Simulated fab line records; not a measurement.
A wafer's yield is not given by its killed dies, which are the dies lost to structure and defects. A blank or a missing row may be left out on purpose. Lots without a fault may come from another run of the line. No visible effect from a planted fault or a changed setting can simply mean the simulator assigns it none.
fab line records    flow n5-finfet    part 2 of 2: steps 5 to 6 of 6
[record] lots = 23  wafers = 69  last-day = 17
route steps=1938 shown ZERO_LAYER@17 PMOS_HMC_CHANNEL_EPI@71 FIN_SAQP@96
lots that met no fault: from a run of the same line without faults
start-h: start of the lot's first displayed wafer, in hours after the record's first day    wait-h: hours since the lot's step before    " as in the row above    L1.1+2: a single row standing in for several wafers    - no value, or no start was given    * or withheld: withheld    < > ~ a bound
route shown NAME@n: names a module that has steps shown in the file, with the first one's number in the route    usual: mean/standard deviation taken from wafers without a fault    same: alike in all rows    chamber/n: place in a boat    sites: readings site by site    _std_site: the values' standard deviation    _edge_site: outer sites' mean less inner sites'    radius-mm: for every site, how far away it sits from the centre of the wafer    mask NAME#n: copy n    behind: the last tool/chamber to shape the wafer    hold: the reason the lot was held/the length of the hold in hours/how it ended    device: which transistor (n, p or np) failed to switch    end of line: at the end of the route, the tests of the same wafers    where a step has no rows: the recipe by itself    killed: dies that structure and defects cost at the first sort, which is not the same as the wafer's yield    map: the dies of a wafer, with x for killed, . for not killed, _ for no die there
set.NAME: the setting as run; set.NAME@STEP: as run at that earlier step    model.NAME: the simulator's own value behind a step, which no gauge read
route steps across a sampled set of lots; one table per step, one row per wafer
services: from which hour (start-h, from the record's first day; less than 0 if before it) a tool's chamber was out of use, for how many hours, and why
[[steps]]
[step N5_FIN_SAQP_ETCH_52]
[recipe] chemistry = N2/H2  target = SOC  target-depth-a = 1000  overetch-a = 200  mask-material = SiARC  temp-c = 40  time-s = 150  ion-energy-ev = 200  pressure-mtorr = 30  source-w = 840  bias-w = 150  n2-flow-sccm = 200  h2-flow-sccm = 200  ends = end-point
[usual] drypump-motor-current-A = 5.6/0.47  oes-product-au = 0.71/0.083  rf-vpp-V = 524.3/1.9  showerhead-plenum-p-Torr = 2.56/0.056  throttle-valve-pct = 17.93/0.27
lot.wafer  tool         chamber  start-h  wait-h  drypump-motor-current-A  oes-product-au  rf-hours-counter-h  rf-vpp-V  showerhead-plenum-p-Torr  throttle-valve-pct
L074.1     rie-diel-04  0        22.18    0.0     4.8                      0.83            15                  525.5     2.56                      17.32
L074.2     "            3        "        "       6.3                      0.67            178                 527.6     2.65                      17.98
L074.4     "            2        "        "       5.5                      0.63            230                 522.3     2.52                      18.33
L075.3     rie-diel-03  0        27.63    0.0     5.8                      0.64            194                 523.0     2.53                      17.86
L075.4     "            2        "        "       5.4                      0.66            175                 527.7     2.63                      17.95
L075.6     "            2        "        "       5.4                      0.66            -                   526.4     2.63                      17.93
L076.2     rie-diel-05  0        34.33    0.0     6.0                      0.67            137                 520.6     2.45                      17.78
L076.3     "            3        "        "       5.8                      0.67            131                 524.4     2.54                      17.98
L076.5     "            0        "        "       6.0                      0.67            -                   521.0     2.45                      17.78
L077.4     rie-diel-03  3        41.56    0.0     5.5                      0.62            229                 524.4     2.62                      18.29
L077.5     "            0        "        "       5.8                      0.63            -                   524.2     2.53                      17.85
L077.6     "            1        "        "       6.3                      0.81            -                   525.7     2.60                      17.76
L078.1     rie-diel-04  2        47.55    0.0     5.5                      0.62            238                 523.1     2.52                      18.34
L078.2     "            0        "        "       4.8                      0.82            23                  526.8     2.56                      17.31
L078.6     "            3        "        "       6.3                      0.67            -                   525.7     2.64                      18.00
L079.2     rie-diel-05  0        53.28    0.0     6.0                      0.67            142                 520.9     2.44                      17.79
L079.3     "            1        "        "       5.3                      0.61            229                 524.8     2.64                      18.39
L079.6     "            2        "        "       5.3                      0.73            -                   525.2     2.59                      17.95
L080.2     rie-diel-03  3        58.17    0.0     5.5                      0.61            235                 525.1     2.62                      18.31
L080.3     "            2        "        "       5.4                      0.65            187                 526.0     2.63                      17.94
L080.6     "            1        "        "       6.3                      0.81            -                   524.9     2.59                      17.77
L081.2     rie-diel-04  2        64.51    0.0     5.5                      0.61            246                 524.2     2.52                      18.35
L081.5     "            0        "        "       4.8                      0.80            -                   525.4     2.56                      17.35
L081.6     "            1        "        "       5.3                      0.87            -                   522.9     2.53                      18.09
L082.1     rie-diel-05  3        69.55    0.0     5.8                      0.67            143                 524.5     2.53                      18.00
L082.3     "            0        "        "       6.0                      0.67            146                 521.4     2.44                      17.79
L082.4     "            2        "        "       5.3                      0.72            80                  525.2     2.59                      17.97
L083.1     rie-diel-03  2        75.71    0.0     5.4                      0.65            192                 525.2     2.62                      17.95
L083.2     "            3        "        "       5.4                      0.61            240                 525.1     2.62                      18.33
L083.4     "            0        "        "       5.8                      0.63            211                 523.5     2.52                      17.89
L084.2     rie-diel-04  1        81.53    0.0     5.3                      0.83            6                   521.5     2.53                      18.09
L084.3     "            0        "        "       4.8                      0.79            36                  526.0     2.56                      17.35
L084.6     "            1        "        "       5.3                      0.84            -                   521.9     2.53                      18.10
L085.1     rie-diel-04  1        89.73    0.0     5.3                      0.82            10                  522.1     2.53                      18.09
L085.3     "            3        "        "       6.3                      0.65            204                 525.9     2.64                      18.04
L085.4     "            3        "        "       6.3                      0.65            -                   526.8     2.64                      18.02
L086.2     rie-diel-04  1        99.61    0.0     5.4                      0.82            14                  522.5     2.53                      18.09
L086.4     "            3        "        "       6.3                      0.65            207                 527.7     2.63                      18.03
L086.6     "            3        "        "       6.3                      0.65            -                   525.6     2.63                      18.02
L087.3     rie-diel-05  0        102.94   0.0     6.0                      0.66            156                 522.3     2.44                      17.81
L087.5     "            0        "        "       6.0                      0.65            -                   520.4     2.44                      17.80
L087.6     "            1        "        "       5.3                      0.61            -                   525.4     2.64                      18.42
L088.1     rie-diel-03  1        107.40   0.0     6.3                      0.78            50                  524.9     2.59                      17.79
L088.5     "            0        "        "       5.8                      0.62            -                   523.1     2.52                      17.89
L088.6     "            1        "        "       6.3                      0.78            -                   525.2     2.59                      17.80
L089.3     rie-diel-03  2        114.16   0.0     5.3                      0.64            207                 526.5     2.62                      17.98
L089.4     "            0        "        "       5.8                      0.61            -                   522.5     2.51                      17.91
L089.6     "            1        "        "       6.3                      0.77            -                   525.6     2.58                      17.80
L090.2     rie-diel-03  2        119.60   0.0     5.4                      0.64            210                 525.8     2.62                      17.96
L090.4     "            0        "        "       5.8                      0.61            -                   523.0     2.51                      17.92
L090.5     "            1        "        "       6.3                      0.77            -                   524.4     2.58                      17.79
L091.1     rie-diel-04  1        124.10   0.0     5.3                      0.79            23                  523.0     2.52                      18.12
L091.2     "            0        "        "       4.8                      0.77            53                  524.7     2.55                      17.38
L091.6     "            1        "        "       5.3                      0.80            -                   523.3     2.52                      18.12
L092.1     rie-diel-04  0        129.84   0.0     4.8                      0.77            55                  525.5     2.55                      17.39
L092.4     "            3        "        "       6.3                      0.65            219                 526.7     2.63                      18.06
L092.6     "            2        "        "       5.5                      0.83            -                   522.8     2.51                      17.96
L093.1     rie-diel-04  2        137.24   0.0     5.5                      0.82            15                  522.4     2.51                      17.96
L093.3     "            3        "        "       6.3                      0.63            222                 526.1     2.63                      18.06
L093.4     "            0        "        "       4.8                      0.76            58                  525.3     2.55                      17.39
L094.2     rie-diel-03  0        141.46   0.0     5.8                      0.61            236                 522.8     2.51                      17.94
L094.3     "            2        "        "       5.3                      0.63            219                 525.8     2.61                      18.01
L094.5     "            3        "        "       5.4                      0.84            -                   526.0     2.61                      17.91
L095.4     rie-diel-04  2        147.85   0.0     5.5                      0.82            18                  523.6     2.51                      17.96
L095.5     "            0        "        "       4.8                      0.76            -                   526.2     2.54                      17.39
L095.6     "            3        "        "       6.3                      0.64            -                   525.9     2.63                      18.05
L096.4     rie-diel-04  1        153.63   0.0     5.3                      0.78            -                   522.6     2.52                      18.15
L096.5     "            2        "        "       5.5                      0.81            -                   523.8     2.51                      17.97
L096.6     "            0        "        "       4.8                      0.75            -                   524.3     2.54                      17.41
[step N5_FIN_SAQP_CD_MEAS_37]
[recipe] target-cd-nm = 8  polarity = line
[usual] cd-nm = 8.17/0.26
lot.wafer  tool       chamber  start-h  wait-h  cd-nm
L074.1     cd-sem-03  -        27.61    0.1     7.82
L074.2     "          -        "        "       8.02
L074.4     "          -        "        "       7.98
L075.3     cd-sem-02  -        33.27    0.1     8.04
L075.4     "          -        "        "       8.55
L075.6     "          -        "        "       8.29
L076.2     cd-sem-01  -        39.36    0.1     8.04
L076.3     "          -        "        "       8.29
L076.5     "          -        "        "       8.26
L077.4     cd-sem-03  -        45.62    0.1     8.04
L077.5     "          -        "        "       8.47
L077.6     "          -        "        "       8.04
L078.1     cd-sem-02  -        52.33    0.1     8.20
L078.2     "          -        "        "       8.01
L078.6     "          -        "        "       8.19
L079.2     cd-sem-03  -        57.72    0.1     8.28
L079.3     "          -        "        "       8.34
L079.6     "          -        "        "       8.47
L080.2     cd-sem-01  -        62.11    0.1     7.95
L080.3     "          -        "        "       8.27
L080.6     "          -        "        "       7.99
L081.2     cd-sem-01  -        68.62    0.1     7.92
L081.5     "          -        "        "       8.16
L081.6     "          -        "        "       7.84
L082.1     cd-sem-01  -        73.49    0.1     8.49
L082.3     "          -        "        "       7.90
L082.4     "          -        "        "       8.17
L083.1     cd-sem-02  -        82.30    0.1     7.73
L083.2     "          -        "        "       8.32
L083.4     "          -        "        "       7.80
L084.2     cd-sem-03  -        85.49    0.1     8.55
L084.3     "          -        "        "       8.11
L084.6     "          -        "        "       8.27
L085.1     cd-sem-02  -        105.60   0.1     8.00
L085.3     "          -        "        "       8.10
L085.4     "          -        "        "       7.93
L086.2     cd-sem-01  -        108.38   0.1     8.22
L086.4     "          -        "        "       8.50
L086.6     "          -        "        "       8.35
L087.3     cd-sem-02  -        108.69   0.1     8.50
L087.5     "          -        "        "       8.11
L087.6     "          -        "        "       8.23
L088.1     cd-sem-01  -        113.91   0.1     8.75
L088.5     "          -        "        "       8.64
L088.6     "          -        "        "       8.10
L089.3     cd-sem-01  -        119.53   0.1     8.11
L089.4     "          -        "        "       8.56
L089.6     "          -        "        "       8.23
L090.2     cd-sem-01  -        123.61   0.1     8.71
L090.4     "          -        "        "       7.86
L090.5     "          -        "        "       8.62
L091.1     cd-sem-02  -        128.55   0.1     7.93
L091.2     "          -        "        "       8.56
L091.6     "          -        "        "       8.23
L092.1     cd-sem-01  -        135.82   0.1     7.93
L092.4     "          -        "        "       8.72
L092.6     "          -        "        "       8.32
L093.1     cd-sem-01  -        141.39   0.1     8.40
L093.3     "          -        "        "       8.38
L093.4     "          -        "        "       8.04
L094.2     cd-sem-02  -        145.75   0.1     8.41
L094.3     "          -        "        "       7.88
L094.5     "          -        "        "       8.36
L095.4     cd-sem-01  -        152.61   0.0     7.58
L095.5     "          -        "        "       7.71
L095.6     "          -        "        "       8.33
L096.4     cd-sem-02  -        157.53   0.1     7.90
L096.5     "          -        "        "       7.98
L096.6     "          -        "        "       7.84
[[services]]
tool             chamber  start-h  hours  kind
plasma-asher-02  -        -1.49    1.2    repair
pecvd-04         1        1.61     3.6    repair
pecvd-04         -        9.31     1.8    repair
pecvd-01         -        25.82    6.0    pm
rie-diel-01      -        30.20    1.6    repair
rie-diel-06      0        30.96    1.5    repair
rie-diel-02      2        37.70    1.8    repair
rie-diel-04      1        46.17    -      clean
rie-diel-04      1        46.17    -      consumable-replace:focus-ring
rie-diel-04      1        46.17    16.0   scheduled-down
rie-diel-04      1        46.17    16.0   vent-cycle
rie-diel-02      0        51.40    10.9   repair
pecvd-04         1        58.50    9.0    repair
rie-diel-05      0        63.64    5.0    repair
plasma-asher-01  -        67.06    1.7    repair
rie-diel-04      2        78.35    -      clean
rie-diel-04      2        78.35    -      consumable-replace:focus-ring
rie-diel-04      2        78.35    20.8   scheduled-down
rie-diel-01      -        94.56    2.8    pm
rie-diel-01      0        114.37   7.6    repair
rie-diel-06      1        127.09   2.5    repair
rie-diel-06      2        139.56   7.7    repair
rie-diel-01      3        142.69   2.2    repair
rie-diel-04      3        149.33   7.2    repair
